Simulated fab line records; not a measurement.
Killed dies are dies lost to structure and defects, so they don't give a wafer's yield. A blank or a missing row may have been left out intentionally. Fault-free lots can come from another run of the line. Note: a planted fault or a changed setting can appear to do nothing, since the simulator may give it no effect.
Split-lot trial    flow n5-finfet    21 wafers read across 7 lots, on a route 1938 steps long

## THE SPLIT
At N5_BEOL_M9_COAT_60 (time 60 s, resist thk 30 nm), the setting spin-rpm was moved away from the recipe's 1500 rpm on 5 of the 21 wafers read, by -10.1% to -6.7%. All remaining wafers had this setting at the recipe value.

## FROM THE SPLIT TO THE READING: what the file shows between them, 4 steps
- N5_BEOL_M9_COAT_05: resist thk 90 nm
- N5_BEOL_M9_EBR_07
- N5_BEOL_M9_DESCUM_16: chemistry O2, time 7.9 s
- N5_BEOL_M9_ETCH_61: etches SiARC in CF4, target depth 39 nm, time 65 s

## THE READING
SiARC_of_BEOL_M9_COAT_60.thk-nm (the simulator's own value, which no gauge read), in nm, at N5_BEOL_M9_ETCH_62 (etches SOC in N2/H2, target depth 110 nm, overetch 22 nm, time 165 s). The file does not state a usual value for it. The 16 wafers here that ran the recipe average 23.5 nm, standard deviation 0.25 nm.

wafer   tool, chamber at the split  spin-rpm as run, rpm  against the recipe  SiARC_of_BEOL_M9_COAT_60.thk-nm, nm  against lot-mates on the recipe
L074.2  litho-track-03, 0           1500                  recipe              23.2                                 -
L074.4  litho-track-03, 0           1500                  recipe              23.4                                 -
L074.5  litho-track-03, 0           1500                  recipe              24                                   -
L075.3  litho-track-02, 0           1400                  -6.7%               24.6                                 +1.1
L075.4  litho-track-02, 0           1500                  recipe              23.4                                 -
L075.5  litho-track-02, 0           1500                  recipe              23.6                                 -
L080.2  litho-track-05, 0           1500                  recipe              23.4                                 -
L080.3  litho-track-05, 0           1500                  recipe              23.8                                 -
L080.4  litho-track-05, 0           1500                  recipe              23.2                                 -
L084.1  litho-track-02, 0           1500                  recipe              23.2                                 -
L084.3  litho-track-02, 0           1500                  recipe              23.2                                 -
L084.5  litho-track-02, 0           1500                  recipe              23.8                                 -
L086.2  litho-track-05, 0           1500                  recipe              23.2                                 -
L086.4  litho-track-05, 0           1500                  recipe              23.6                                 -
L086.6  litho-track-05, 0           1500                  recipe              23.6                                 -
L091.1  litho-track-02, 0           1349                  -10.1%              25.4                                 +2.2
L091.4  litho-track-02, 0           1500                  recipe              23.2                                 -
L091.6  litho-track-02, 0           1349                  -10.1%              25                                   +1.8
L097.3  litho-track-03, 0           1379                  -8.1%               24.6                                 +1.0
L097.4  litho-track-03, 0           1379                  -8.1%               25                                   +1.4
L097.6  litho-track-03, 0           1500                  recipe              23.6                                 -

THE FIT
A straight line over all 21 wafers: SiARC_of_BEOL_M9_COAT_60.thk-nm changes by -0.17 nm for each +1% of spin-rpm; r = -0.94; the points scatter about the line by 0.25 nm.
The same after taking each lot's own level away (the mean of its wafers on the recipe; 21 wafers): -0.178 nm for each +1%; r = -0.94; scatter 0.26 nm.
On that fit, the largest move of spin-rpm shifts the reading by 1.8 nm.
Across the lots, their own levels run from 23.20 to 23.60 nm, a range of 1.6 times the standard deviation given above.
The two slopes are in agreement: the lot-to-lot level therefore moves the slope only a little.
Check: for one of the wafers moved furthest among these (-10.1%), held out of the fit, the line's prediction against its lot-mates is +1.64 nm. Against them it came out at +2.2 nm.

## OTHER SPLITS ON THESE WAFERS
Before the reading, these wafers also passed through other splits. Each is held against what the fit with the lots' levels taken away leaves over:
other split on the same wafers  wafers away from the commonest value  r with SiARC_of_BEOL_M9_COAT_60.thk-nm (lot level and that fit taken away)
N5_BEOL_M8_ETCH_65 source-w     7                                     +0.21

## THE WHOLE CHAIN: every reading that the file lists as answering this split, in the file's order
step                what it does                                                          reading                                                                             change (the file's fit)                r (the file's)
N5_BEOL_M9_COAT_60  time 60 s, resist thk 30 nm                                           SiARC_of_BEOL_M9_COAT_60.thk-nm (the simulator's own value, which no gauge read)    -0.167 nm for each +1% of the setting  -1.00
N5_BEOL_M9_ETCH_61  etches SiARC in CF4, target depth 39 nm, time 65 s                    etch.depth-nm (the simulator's own value, which no gauge read)                      -0.164 nm for each +1% of the setting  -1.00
N5_BEOL_M9_ETCH_61  etches SiARC in CF4, target depth 39 nm, time 65 s                    CAR-ArF_of_BEOL_M9_COAT_05.thk-nm (the simulator's own value, which no gauge read)  +0.152 nm for each +1% of the setting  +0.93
N5_BEOL_M9_ETCH_62  etches SOC in N2/H2, target depth 110 nm, overetch 22 nm, time 165 s  SiARC_of_BEOL_M9_COAT_60.thk-nm (the simulator's own value, which no gauge read)    -0.176 nm for each +1% of the setting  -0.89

## THE FILE'S OWN FIT
SiARC_of_BEOL_M9_COAT_60.thk-nm changes by -0.176 nm for each +1% of spin-rpm, r = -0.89.
